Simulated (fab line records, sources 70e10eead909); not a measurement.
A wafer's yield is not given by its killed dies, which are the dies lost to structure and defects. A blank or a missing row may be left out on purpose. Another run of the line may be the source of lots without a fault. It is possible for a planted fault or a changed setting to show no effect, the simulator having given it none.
Chamber matching	flow nand harc	pecvd-04 running NHARC_A_STAIRCASE_DEP_259: 3 sister chambers
The step deposits SiON, target thk 30 nm. 3 wafers are shown with their chamber, then 10 later ones without.

## WAFERS WITH THEIR CHAMBER
wafer	chamber	heater power w (W)
L089.5	2	759
L091.1	1	718
L091.3	0	803

## WAFERS WHOSE CHAMBER IS MISSING
wafer	heater power w (W)
L091.5	778
L088.1	698
L088.2	743
L088.3	739
L092.1	797
L092.2	722
L092.5	782
L096.1	741
L096.4	731
L096.5	775

## THE CHAMBER EACH PASSED THROUGH
wafer	from the rows above	in truth
L091.5	can't be placed: 2 or 0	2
L088.1	1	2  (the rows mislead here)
L088.2	can't be placed: 2 or 1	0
L088.3	can't be placed: 2 or 1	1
L092.1	can't be placed: 0 or 2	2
L092.2	1	1
L092.5	can't be placed: 0 or 2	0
L096.1	can't be placed: 2 or 1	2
L096.4	can't be placed: 1 or 2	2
L096.5	can't be placed: 2 or 0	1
Correctly placed: 1 of 10. These rows do not allow placing 8 (true chamber among the candidates in 6). Number placed wrongly: 1.
How it was worked out, from the rows above alone: a wafer's distance from a chamber is the root of the sum, over the readings, of the square of ((its reading less the chamber's mean) divided by the reading's scatter). If the next closest chamber is less than 2 further off than the closest, the wafer can't be placed; otherwise it belongs to the closest. The mean given for a chamber averages the wafers shown for that chamber. The scatter (one wafer shown for each chamber): square how far every hidden wafer sits from the nearest shown wafer, average those squares and take the square root.
